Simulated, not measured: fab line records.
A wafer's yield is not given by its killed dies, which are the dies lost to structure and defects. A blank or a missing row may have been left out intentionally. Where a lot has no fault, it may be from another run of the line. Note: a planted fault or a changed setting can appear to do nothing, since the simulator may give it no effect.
fab line records | flow n5Finfet
record lots=10 wafers=30 lastDay=19
route steps=1938 shown BEOL_M4@1111 BEOL_M15@1804 PASS1_DEP@1831 MIM_TOP@1838 PASSIVATION@1936
lots that met no fault: from a run of the same line without faults
startH: the number of hours between the record's first day and the start of the first shown wafer of the lot | waitH: hours since the lot's step before | " same as the row above | L1.1+2: a single row standing in for several wafers | - no value, or no start given | * or withheld: withheld | < > ~ a bound
route shown NAME@n: a module of which the file shows steps, and the number in the route of the first | usual: mean and standard deviation over wafers with no fault | same: alike in all rows | chamber/n: place in a boat | sites: per-site readings | _std_site: how widely they spread, as a standard deviation | _edge_site: outer sites' mean less inner sites' | radiusMm: for every site, how far away it sits from the centre of the wafer | mask NAME#n: copy n | behind: the last tool/chamber to shape the wafer | hold: cause of the lot's hold/its duration in hours/its outcome | device: which transistor (n, p or np) failed to switch | end of line: the route-end tests of the same wafers | a step with no rows: only its recipe | killed: dies lost to structure and defects at the first sort, not the wafer's yield | map: the dies of a wafer, with x for killed, . for not killed, _ for no die there
set.NAME: the setting the step ran with; set.NAME@STEP: the setting that earlier step ran with | model.NAME: the simulator's own value behind a step, which no gauge read
one table for each step of the route and one row for each wafer, over a sample of lots
services: the hour from which a tool's chamber was out of use, counted from the record's first day as startH (under 0 if before that day), plus the number of hours and why
## steps
# step N5_BEOL_M4_RC_MEAS_101
# usual DIBL_N=36.3/1.6 DIBL_P=36.4/2.1 IOFF_N=0.16/0.032 IOFF_P=0.22/0.044 ION_N=675/12 ION_P=463/8.3 SS_N=71.6/0.64 SS_P=73.3/0.67 VT_N=250/3.3 VT_P=-250/3.7
# columns lot.wafer tool chamber startH waitH DIBL_N[mV/V] DIBL_P[mV/V] IOFF_N[nA/um] IOFF_P[nA/um] ION_N[uA/um] ION_P[uA/um] SS_N[mV/dec] SS_P[mV/dec] VT_N[mV] VT_P[mV]
L562.3 prober-02 0 226.43 0.3 38.8 38.2 0.18 0.23 684 466 71.7 73.9 252 -247
L562.4 " 0 " " 35.0 33.1 0.12 0.16 666 455 70.6 73.1 256 -255
L562.5 " 0 " " 36.4 35.1 0.15 0.20 686 464 71.9 73.5 251 -251
L564.3 prober-02 0 232.50 0.3 36.3 35.5 0.15 0.19 674 463 70.6 73.7 251 -251
L564.4 " 0 " " 35.1 33.6 0.13 0.17 667 462 70.5 73.0 250 -252
L564.6 " 0 " " 37.4 36.4 0.18 0.21 694 471 71.2 72.5 246 -254
L566.2 prober-01 0 252.46 0.2 36.8 38.9 0.19 0.26 690 472 71.3 74.1 249 -248
L566.3 " 0 " " 36.9 38.7 0.19 0.26 682 471 71.8 73.6 249 -248
L566.5 " 0 " " 37.2 40.1 0.20 0.29 697 486 71.9 74.9 247 -245
L567.1 prober-01 0 254.70 0.0 38.7 39.0 0.20 0.32 664 472 73.3 73.9 248 -242
L567.4 " 0 " " 38.2 39.1 0.18 0.32 683 477 71.7 73.5 249 -244
L567.6 " 0 " " 37.8 37.9 0.18 0.31 686 484 72.3 73.8 247 -240
L572.3 prober-01 0 291.43 0.3 33.4 34.7 0.13 0.18 657 454 71.0 72.7 252 -250
L572.4 " 0 " " 35.7 36.9 0.16 0.22 672 461 71.3 73.6 250 -250
L572.5 " 0 " " 36.9 39.4 0.19 0.26 668 463 72.0 74.2 247 -248
L573.3 prober-02 0 300.57 0.3 35.9 34.6 0.14 0.19 661 454 72.3 73.2 251 -250
L573.5 " 0 " " 38.0 38.2 0.19 0.24 675 463 71.3 73.5 246 -249
L573.6 " 0 " " 36.0 35.5 0.15 0.20 661 457 71.9 73.4 251 -250
L574.1 prober-02 0 306.11 0.7 34.7 35.1 0.14 0.20 663 458 71.4 73.7 253 -253
L574.3 " 0 " " 33.1 33.9 0.11 0.18 651 457 71.3 73.1 257 -252
L574.4 " 0 " " 35.3 35.8 0.15 0.20 668 462 71.0 74.1 251 -251
L576.3 prober-01 0 308.73 0.3 38.0 37.5 0.20 0.26 699 471 72.3 74.3 246 -244
L576.4 " 0 " " 33.7 32.2 0.12 0.17 654 452 70.6 72.7 253 -250
L576.5 " 0 " " 34.7 33.5 0.13 0.18 674 461 71.4 74.0 251 -251
L579.2 prober-01 0 321.76 0.2 34.4 34.3 0.15 0.21 678 465 71.0 72.0 246 -247
L579.3 " 0 " " 35.5 36.6 0.17 0.25 699 479 72.3 73.0 247 -246
L579.6 " 0 " " 38.4 40.4 0.24 0.32 690 468 72.9 74.0 243 -243
L581.1 prober-02 0 354.48 0.0 35.4 36.1 0.13 0.16 665 456 71.8 72.6 254 -253
L581.2 " 0 " " 34.7 35.6 0.13 0.16 662 456 71.1 73.2 252 -256
L581.4 " 0 " " 40.7 41.8 0.24 0.26 697 463 73.0 74.2 245 -247
# step N5_BEOL_M15_CD_MEAS_28
# recipe targetCdNm=407.6 landingEnergyEv=500 detector=seInlens
# usual cdNm=408.0/1.9
# columns lot.wafer tool chamber startH waitH cdNm
L562.3 cdSem-01 0 317.87 - 407.8
L562.4 " 0 " " 409.2
L562.5 " 0 " " 409.9
L564.3 cdSem-03 0 318.03 - 404.2
L564.4 " 0 " " 404.7
L564.6 " 0 " " 407.1
L566.2 cdSem-02 0 340.66 - 409.6
L566.3 " 0 " " 411.4
L566.5 " 0 " " 410.4
L567.1 cdSem-02 0 353.52 - 407.4
L567.4 " 0 " " 408.2
L567.6 " 0 " " 408.3
L572.3 cdSem-02 0 371.74 - 410.3
L572.4 " 0 " " 410.5
L572.5 " 0 " " 410.7
L573.3 cdSem-01 0 390.67 - 409.1
L573.5 " 0 " " 407.7
L573.6 " 0 " " 410.3
L574.1 cdSem-02 0 391.57 - 407.6
L574.3 " 0 " " 408.3
L574.4 " 0 " " 408.4
L579.2 cdSem-02 0 393.56 - 405.5
L579.3 " 0 " " 409.1
L579.6 " 0 " " 409.2
L576.3 cdSem-03 0 394.56 - 407.7
L576.4 " 0 " " 409.1
L576.5 " 0 " " 408.5
L581.1 cdSem-01 0 442.17 - 405.4
L581.2 " 0 " " 405.0
L581.4 " 0 " " 404.6
# step N5_BEOL_M15_STRIP_36
# recipe chemistry=O2 powerW=600 tempC=60 pressureMtorr=30 rfFrequencyHz=6e+07 biasPowerW=0 overashFraction=0.3 o2FlowSccm=225
# usual drypumpMotorCurrentA=5.7/0.44 o2FlowSccm=225.0/0.7 oesProductAu=0.82/0.077 rfVppV=3.6/0.78 showerheadPlenumPTorr=2.08/0.071 throttleValvePct=16.69/0.17
# columns lot.wafer tool chamber startH waitH drypumpMotorCurrentA o2FlowSccm oesProductAu rfHoursCounterH rfVppV showerheadPlenumPTorr throttleValvePct
L564.3 rieDiel-01 1 327.65 8.8 6.2 225.0 0.69 247 3.4 2.17 16.86
L564.4 " 0 " " 6.1 226.7 0.90 31 4.5 2.13 16.65
L564.6 " 3 " " 6.4 224.3 0.85 - 3.9 2.01 16.59
L562.3 rieDiel-01 1 335.97 17.3 6.2 224.1 0.70 249 4.7 2.17 16.84
L562.4 " 2 " " 5.1 224.3 0.81 86 4.1 2.13 16.57
L562.5 " 0 " " 6.1 225.0 0.88 - 4.7 2.12 16.67
L566.2 rieDiel-04 0 343.00 1.7 5.9 224.1 0.92 17 3.1 2.04 16.53
L566.3 " 3 " " 5.8 224.3 0.96 6 3.7 2.07 16.72
L566.5 " 1 " " 5.7 224.4 0.81 - 2.8 2.03 16.84
L567.1 rieDiel-01 3 354.62 0.1 6.3 225.2 0.84 84 4.1 2.01 16.57
L567.4 " 2 " " 5.1 225.6 0.79 - 4.1 2.13 16.60
L567.6 " 0 " " 6.1 224.7 0.85 - 2.5 2.12 16.71
L572.3 rieDiel-01 1 373.76 1.7 6.2 225.4 0.98 4 2.4 2.17 16.40
L572.4 " 3 " " 6.3 225.5 0.82 90 2.4 2.01 16.61
L572.5 " 0 " " 6.1 225.4 0.84 - 3.2 2.12 16.72
L573.3 rieDiel-01 0 391.09 0.1 6.1 224.6 0.83 52 4.6 2.12 16.70
L573.5 " 3 " " 6.4 225.3 0.83 - 3.8 2.01 16.65
L573.6 " 2 " " 5.1 225.4 0.78 - 3.4 2.12 16.63
L574.1 rieDiel-05 2 395.48 3.6 5.5 224.6 0.70 208 2.5 2.01 16.96
L574.3 " 0 " " 4.7 225.6 0.96 6 3.1 2.16 16.55
L574.4 " 3 " " 5.0 225.2 0.79 97 3.1 2.01 16.55
L579.2 rieDiel-04 0 395.52 1.6 5.8 225.9 0.88 33 3.9 2.04 16.55
L579.3 " 2 " " 5.5 225.4 0.72 198 4.0 1.98 16.56
L579.6 " 0 " " 5.8 225.7 0.87 - 2.8 2.04 16.54
L576.3 rieDiel-04 0 395.92 1.0 5.8 225.5 0.87 33 5.1 2.04 16.58
L576.4 " 1 " " 5.7 225.2 0.79 129 4.3 2.03 16.85
L576.5 " 3 " " 5.8 224.8 0.92 - 3.6 2.07 16.73
L581.1 rieDiel-04 0 443.67 1.1 5.8 225.5 0.88 40 3.9 2.03 16.59
L581.2 " 1 " " 5.7 225.8 0.77 146 3.4 2.02 16.88
L581.4 " 2 " " 5.5 225.0 0.70 211 3.8 1.97 16.59
# step N5_PASSIVATION_PECVD_00
# recipe material=SiO2 targetThkA=2000 tempC=400 precursor=SiH4/N2O pressureTorr=2.7 rfW=608 timeS=11.2
# usual heaterPowerOuterW=400/51 heaterPowerW=697/70 showerheadPlenumPTorr=8.11/0.13 throttleValvePct=51.5/2.9
# columns lot.wafer tool chamber startH waitH heaterPowerOuterW heaterPowerW showerheadPlenumPTorr throttleValvePct
L564.3 pecvd-01 2 330.81 0.5 380 592 8.03 50.0
L564.4 " 1 " " 328 668 7.93 48.4
L564.6 " 2 " " 383 613 8.04 50.2
L562.3 pecvd-02 0 339.05 0.5 465 740 8.25 53.7
L562.4 " 2 " " 399 747 7.88 52.6
L562.5 " 0 " " 468 734 8.26 53.6
L566.2 pecvd-02 1 346.97 0.7 408 721 8.30 51.0
L566.3 " 2 " " 354 710 7.88 52.7
L566.5 " 1 " " 430 699 8.30 51.1
L567.1 pecvd-03 2 359.27 0.8 347 620 8.22 46.1
L567.4 " 2 " " 369 635 8.20 46.0
L567.6 " 1 " " 278 555 8.08 49.8
L572.3 pecvd-01 1 376.90 0.5 316 663 7.94 48.3
L572.4 " 2 " " 374 593 8.05 50.7
L572.5 " 1 " " 336 682 7.92 48.7
L573.3 pecvd-03 2 393.78 0.5 358 628 8.20 46.2
L573.5 " 1 " " 277 564 8.05 49.8
L573.6 " 0 " " 360 615 8.16 54.8
L574.1 pecvd-01 0 398.38 0.8 383 670 8.16 55.1
L574.3 " 2 " " 381 605 8.04 50.4
L574.4 " 1 " " 366 713 7.92 48.6
L579.2 pecvd-02 2 398.65 0.7 453 834 7.90 52.9
L579.3 " 2 " " 451 829 7.89 53.1
L579.6 " 2 " " 450 868 7.89 53.0
L576.3 pecvd-02 0 399.33 0.5 495 797 8.25 53.6
L576.4 " 2 " " 356 713 7.91 53.0
L576.5 " 2 " " 373 734 7.89 53.0
L581.1 pecvd-03 0 447.42 0.8 395 657 8.18 55.0
L581.2 " 2 " " 366 625 8.21 46.8
L581.4 " 1 " " 394 728 8.08 49.9
# step N5_MIM_TOP_SPUTTER_03
# recipe material=TiN targetThkA=350 tempC=200 powerW=3000 chamberPressurePa=0.49996 gas=Ar reactivePartialPa=0.37997 timeS=89.7
# usual cathodeDcPowerW=3000.1/0.52 throttleValvePct=29.8/0.94
# columns lot.wafer tool chamber startH waitH cathodeDcPowerW throttleValvePct
L564.3 pvdSputter-01 - 333.89 0.0 2999.8 31.3
L564.4 " - " " 2999.9 28.6
L564.6 " - " " 3000.5 31.5
L562.3 pvdSputter-02 - 341.20 0.0 3000.4 29.7
L562.4 " - " " 3000.3 29.2
L562.5 " - " " 3000.3 28.4
L566.2 pvdSputter-03 - 349.53 0.0 3000.0 29.3
L566.3 " - " " 3000.1 30.1
L566.5 " - " " 2999.9 30.2
L567.1 pvdSputter-03 - 361.60 0.0 3000.3 31.2
L567.4 " - " " 3000.9 29.9
L567.6 " - " " 3000.2 29.4
L572.3 pvdSputter-03 - 379.25 0.0 3981.0 29.7
L572.4 " - " " 3982.6 30.1
L572.5 " - " " 3982.1 30.1
L573.3 pvdSputter-03 - 398.75 0.0 3982.8 30.1
L573.5 " - " " 3981.7 31.2
L573.6 " - " " 3981.7 29.8
L574.1 pvdSputter-01 - 399.67 0.0 3000.5 28.6
L574.3 " - " " 2999.8 31.3
L574.4 " - " " 3000.1 28.8
L579.2 pvdSputter-02 - 399.86 0.0 2999.9 29.7
L579.3 " - " " 3000.2 29.4
L579.6 " - " " 2999.4 28.5
L576.3 pvdSputter-02 - 401.86 0.0 3000.0 29.6
L576.4 " - " " 3000.1 29.7
L576.5 " - " " 3000.4 29.3
L581.1 pvdSputter-01 - 450.28 0.0 2999.3 31.3
L581.2 " - " " 3000.6 30.0
L581.4 " - " " 3000.8 28.6
# step N5_PASSIVATION_PROBE_49
# usual defectLimitedYield=91.4/1.2 killed_at_M0_to_M3=35/11 killed_at_M4_up=14/6 killedAtContacts=12/6.7 killedAtFrontEnd=37/9.7 killedAtOther=3.5/2.5 killedDies=102/15 killedOnRim=13/3.6 killedOpen=67/12 killedShort=33/7.3 sort_bin_5_function=5.1/0.81 sort_bin_6_memory=3.2/0.65 sortNPass=1078/15 sortYieldPct=91.4/1.2
# same grossDies=1180 killedAtBackSide=0 sort_bin_4_leakage[%]=0 sort_bin_8_speed[%]=0
# columns lot.wafer tool chamber startH waitH defectLimitedYield[%] killed_at_M0_to_M3 killed_at_M4_up killedAtContacts killedAtFrontEnd killedAtOther killedDies killedOnRim killedOpen killedShort sort_bin_5_function[%] sort_bin_6_memory[%] sortNPass sortYieldPct[%]
L564.3 prober-01 - 345.56 0.1 90.6 38 13 8 47 5 111 11 70 40 5.0 4.1 1069 90.6
L564.4 prober-01 - 345.61 0.2 90.5 47 3 3 53 6 112 10 68 44 5.2 3.5 1068 90.5
L564.6 prober-01 - 345.71 0.3 92.1 24 13 6 41 9 93 12 56 35 4.8 3.1 1087 92.1
L562.3 prober-01 - 353.66 0.1 93.7 9 14 3 44 4 74 14 52 22 3.4 2.6 1106 93.7
L562.4 prober-01 - 353.71 0.2 91.6 32 15 13 35 4 99 13 65 31 5.3 3.1 1081 91.6
L562.5 prober-01 - 353.76 0.2 92.7 27 11 10 37 1 86 12 49 36 4.2 2.9 1094 92.7
L566.2 prober-01 - 359.78 0.1 90.2 46 13 15 38 4 116 11 75 40 6.1 3.1 1064 90.2
L566.3 prober-01 - 359.83 0.1 91.4 35 13 15 38 1 102 9 60 42 5.5 2.5 1078 91.4
L566.5 prober-01 - 359.93 0.2 93.5 23 10 2 35 7 77 9 49 28 3.9 2.5 1103 93.5
L567.1 prober-01 - 372.77 0.0 93.4 16 12 2 46 2 78 11 50 27 4.0 2.3 1102 93.4
L567.4 prober-01 - 372.92 0.2 91.3 36 17 15 35 0 103 12 70 33 5.8 2.6 1077 91.3
L567.6 prober-01 - 373.02 0.3 92.2 36 16 12 24 4 92 11 57 34 4.4 2.9 1088 92.2
L572.3 prober-02 - 389.74 0.1 0 32 18 8 24 1098 1180 152 68 15 4.3 2.6 0 0
L572.4 prober-02 - 389.79 0.2 0 33 18 5 34 1090 1180 152 55 37 4.7 3.0 0 0
L572.5 prober-02 - 389.84 0.2 0 32 22 6 28 1092 1180 152 61 30 4.8 2.5 0 0
L573.3 prober-02 - 408.47 0.1 0 36 13 15 40 1076 1180 152 66 40 5.3 3.1 0 0
L573.5 prober-02 - 408.57 0.2 0 27 15 10 36 1092 1180 152 58 31 3.8 3.1 0 0
L573.6 prober-02 - 408.62 0.3 0 40 18 8 29 1085 1180 152 62 35 4.8 3.1 0 0
L581.1 prober-01 - 463.58 0.0 92.6 38 17 2 26 4 87 12 56 31 4.8 2.3 1093 92.6
L581.2 prober-01 - 463.63 0.1 90.6 60 9 5 33 4 111 13 77 34 5.0 4.0 1069 90.6
L581.4 prober-01 - 463.73 0.2 93.6 34 12 6 22 2 76 6 52 23 3.5 2.8 1104 93.6
# killed by level:class
L564.3 FIN_SAQP:geometricParticle:open=10 STI_FIN_REVEAL:geometricParticle:open=10 BEOL_M2:geometricParticle:open=10 MOL_CONTACT_COAG:geometricParticle:open=7 BEOL_M0_SAQP:geometricParticle:open=6 BEOL_M3:geometricParticle:open=6 BEOL_M4:geometricParticle:short=5 FIN_SAQP:geometricParticle:short=4
L564.4 STI_FIN_REVEAL:geometricParticle:open=20 BEOL_M0_SAQP:geometricParticle:open=11 BEOL_M0_SAQP:geometricParticle:short=10 FIN_SAQP:geometricParticle:open=9 BEOL_M3:geometricParticle:open=9 BEOL_M3:geometricParticle:short=7 FIN_SAQP:geometricParticle:short=6 BEOL_M2:geometricParticle:open=5
L564.6 STI_FIN_REVEAL:geometricParticle:open=9 FIN_SAQP:geometricParticle:open=8 BEOL_M0_SAQP:geometricParticle:short=8 FIN_SAQP:geometricParticle:short=7 MOL_CONTACT_COAG:geometricParticle:open=5 BEOL_M2:geometricParticle:open=5 BEOL_M3:geometricParticle:open=5 STI_FIN_REVEAL:geometricParticle:short=4
L562.3 FIN_SAQP:geometricParticle:open=14 STI_FIN_REVEAL:geometricParticle:open=7 BEOL_M4:geometricParticle:open=7 FIN_SAQP:geometricParticle:short=6 STARTING-WAFER:geometricParticle:open=4 ILD0:geometricParticle:open=3 BEOL_M0_SAQP:geometricParticle:open=3 ILD0:geometricParticle:short=2
L562.4 FIN_SAQP:geometricParticle:open=14 BEOL_M3:geometricParticle:open=11 MOL_CONTACT_COAG:geometricParticle:open=9 BEOL_M2:geometricParticle:open=6 GATE_CUT:geometricParticle:short=5 BEOL_M0_SAQP:geometricParticle:short=5 BEOL_M4:geometricParticle:open=5 MOL_CONTACT_COAG:geometricParticle:short=4
L562.5 FIN_SAQP:geometricParticle:short=9 MOL_CONTACT_COAG:geometricParticle:open=9 BEOL_M0_SAQP:geometricParticle:short=8 GATE_CUT:geometricParticle:short=7 BEOL_M2:geometricParticle:open=6 FIN_SAQP:geometricParticle:open=5 STI_FIN_REVEAL:geometricParticle:open=5 ILD0:geometricParticle:short=3
L566.2 MOL_CONTACT_COAG:geometricParticle:open=14 FIN_SAQP:geometricParticle:open=11 BEOL_M0_SAQP:geometricParticle:short=11 BEOL_M0_SAQP:geometricParticle:open=10 FIN_SAQP:geometricParticle:short=8 BEOL_M1:geometricParticle:short=7 BEOL_M4:geometricParticle:open=7 BEOL_M1:geometricParticle:open=6
L566.3 MOL_CONTACT_COAG:geometricParticle:open=11 FIN_SAQP:geometricParticle:short=9 BEOL_M0_SAQP:geometricParticle:short=8 DUMMY_GATE:geometricParticle:open=7 BEOL_M1:geometricParticle:open=7 GATE_CUT:geometricParticle:short=6 BEOL_M2:geometricParticle:open=6 GATE_CUT:geometricParticle:open=5
L566.5 FIN_SAQP:geometricParticle:open=11 GATE_CUT:geometricParticle:short=9 BEOL_M2:geometricParticle:open=6 BEOL_M0_SAQP:geometricParticle:open=5 STI_FIN_REVEAL:geometricParticle:open=3 DUMMY_GATE:geometricParticle:open=3 BEOL_M1:geometricParticle:open=3 BEOL_M4:geometricParticle:open=3
L567.1 STI_FIN_REVEAL:geometricParticle:open=11 FIN_SAQP:geometricParticle:short=8 FIN_SAQP:geometricParticle:open=5 DUMMY_GATE:geometricParticle:open=5 ILD0:geometricParticle:open=5 BEOL_M1:geometricParticle:open=5 BEOL_M4:geometricParticle:open=4 STI_FIN_REVEAL:geometricParticle:short=3
L567.4 MOL_CONTACT_COAG:geometricParticle:open=14 BEOL_M0_SAQP:geometricParticle:open=13 BEOL_M4:geometricParticle:open=9 FIN_SAQP:geometricParticle:short=7 BEOL_M0_SAQP:geometricParticle:short=6 FIN_SAQP:geometricParticle:open=5 DUMMY_GATE:geometricParticle:open=5 BEOL_M3:geometricParticle:open=4
L567.6 MOL_CONTACT_COAG:geometricParticle:open=10 BEOL_M0_SAQP:geometricParticle:short=10 BEOL_M0_SAQP:geometricParticle:open=6 BEOL_M8:geometricParticle:open=5 STI_FIN_REVEAL:geometricParticle:open=4 BEOL_M0:geometricParticle:open=4 BEOL_M2:geometricParticle:open=4 FIN_SAQP:geometricParticle:short=3
L572.3 MIM_TOP:areaSputter=1096 BEOL_M4:geometricParticle:open=13 BEOL_M1:geometricParticle:open=10 MOL_CONTACT_COAG:geometricParticle:open=8 BEOL_M0:geometricParticle:open=6 FIN_SAQP:geometricParticle:open=5 DUMMY_GATE:geometricParticle:open=5 BEOL_M3:geometricParticle:open=5
L572.4 MIM_TOP:areaSputter=1086 BEOL_M0_SAQP:geometricParticle:short=8 FIN_SAQP:geometricParticle:short=7 BEOL_M4:geometricParticle:open=6 STI_FIN_REVEAL:geometricParticle:open=5 BEOL_M0_SAQP:geometricParticle:open=5 BEOL_M8:geometricParticle:open=5 BEOL_M1:geometricParticle:short=5
L572.5 MIM_TOP:areaSputter=1089 BEOL_M0:geometricParticle:open=10 FIN_SAQP:geometricParticle:open=9 BEOL_M4:geometricParticle:open=6 BEOL_M1:geometricParticle:open=5 STARTING-WAFER:geometricParticle:short=5 DUMMY_GATE:geometricParticle:open=4 MOL_CONTACT_COAG:geometricParticle:open=4
L573.3 MIM_TOP:areaSputter=1074 MOL_CONTACT_COAG:geometricParticle:open=15 FIN_SAQP:geometricParticle:short=10 FIN_SAQP:geometricParticle:open=9 GATE_CUT:geometricParticle:short=9 BEOL_M3:geometricParticle:open=8 BEOL_M2:geometricParticle:open=8 BEOL_M0_SAQP:geometricParticle:short=6
L573.5 MIM_TOP:areaSputter=1091 FIN_SAQP:geometricParticle:open=9 BEOL_M0_SAQP:geometricParticle:short=8 BEOL_M4:geometricParticle:open=8 MOL_CONTACT_COAG:geometricParticle:open=7 BEOL_M1:geometricParticle:open=7 GATE_CUT:geometricParticle:short=5 BEOL_M3:geometricParticle:open=5
L573.6 MIM_TOP:areaSputter=1082 BEOL_M1:geometricParticle:open=12 FIN_SAQP:geometricParticle:open=8 BEOL_M0_SAQP:geometricParticle:open=7 FIN_SAQP:geometricParticle:short=6 MOL_CONTACT_COAG:geometricParticle:open=6 BEOL_M4:geometricParticle:open=6 BEOL_M3:geometricParticle:open=5
L581.1 BEOL_M3:geometricParticle:open=8 FIN_SAQP:geometricParticle:short=6 BEOL_M1:geometricParticle:open=6 BEOL_M0:geometricParticle:open=5 BEOL_M2:geometricParticle:open=5 BEOL_M8:geometricParticle:open=5 STI_FIN_REVEAL:geometricParticle:open=4 DUMMY_GATE:geometricParticle:open=4
L581.2 BEOL_M3:geometricParticle:open=17 BEOL_M2:geometricParticle:open=13 FIN_SAQP:geometricParticle:open=11 BEOL_M0_SAQP:geometricParticle:short=11 FIN_SAQP:geometricParticle:short=5 MOL_CONTACT_COAG:geometricParticle:open=5 BEOL_M0_SAQP:geometricParticle:open=5 BEOL_M0:geometricParticle:open=4
L581.4 BEOL_M2:geometricParticle:open=9 BEOL_M4:geometricParticle:open=7 MOL_CONTACT_COAG:geometricParticle:open=6 BEOL_M0_SAQP:geometricParticle:open=6 BEOL_M0_SAQP:geometricParticle:short=4 BEOL_M0:geometricParticle:open=4 STARTING-WAFER:geometricParticle:short=4 FIN_SAQP:geometricParticle:short=3
## services
# columns tool chamber startH hours kind
pecvd-02 1 314.06 5.5 scheduledDown
rieDiel-01 1 338.42 - clean
rieDiel-01 1 338.42 - consumableReplace:focusRing
rieDiel-01 1 338.42 24.1 scheduledDown
rieDiel-01 1 338.42 24.1 ventCycle
pecvd-02 0 355.07 39.7 repair
rieDiel-05 0 365.49 - clean
rieDiel-05 0 365.49 - consumableReplace:focusRing
pecvd-02 1 366.88 2.1 scheduledDown
pvdSputter-01 - 376.86 2.8 repair
rieDiel-01 0 378.42 9.6 repair
pecvd-03 1 378.82 2.1 scheduledDown
rieDiel-05 3 378.97 14.3 repair
rieDiel-05 0 379.15 1.6 repair
pecvd-02 1 394.72 - clean
pecvd-02 1 394.72 - consumableReplace:showerhead
pecvd-02 1 394.72 29.0 scheduledDown
pecvd-02 1 394.72 29.0 ventCycle
pecvd-01 1 398.76 2.1 scheduledDown
rieDiel-04 0 399.11 26.0 repair
rieDiel-04 2 402.36 8.4 repair
rieDiel-05 3 430.73 9.2 repair
pvdSputter-03 - 434.03 2.5 repair
rieDiel-05 0 449.83 7.7 repair
## key
firstSign step=N5_MIM_TOP_SPUTTER_03 reading=cathodeDcPowerW direction=up sigmas=99+ usual=* struck=*
effect step=N5_PASSIVATION_PROBE_49 reading=killedAtOther direction=up sigmas=99+ usual=3.5 struck=1088.8
moreKillsBornAt N5_MIM_TOP_SPUTTER_03@pvdSputter-03=6518
metAt N5_MIM_TOP_SPUTTER_03
struckLots L572,L573
laterRowsLeftOut L572.3,L572.4,L572.5,L573.3,L573.5,L573.6
notActingAt N5_BEOL_M15_CD_MEAS_28,N5_BEOL_M15_STRIP_36,N5_PASSIVATION_PECVD_00
onsetBetween 361.60 379.25
fault kind=processParameterDrift tool=pvdSputter-03 chamber=- onsetH=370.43 steps=N5_MIM_TOP_SPUTTER_03 channel=powerW offset=* shape=step endH=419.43 actsIn=* stated=*
# laterRowsLeftOut: the simulator's readings of these wafers behind a module that went badly wrong aren't trusted and aren't shown, but for the sort
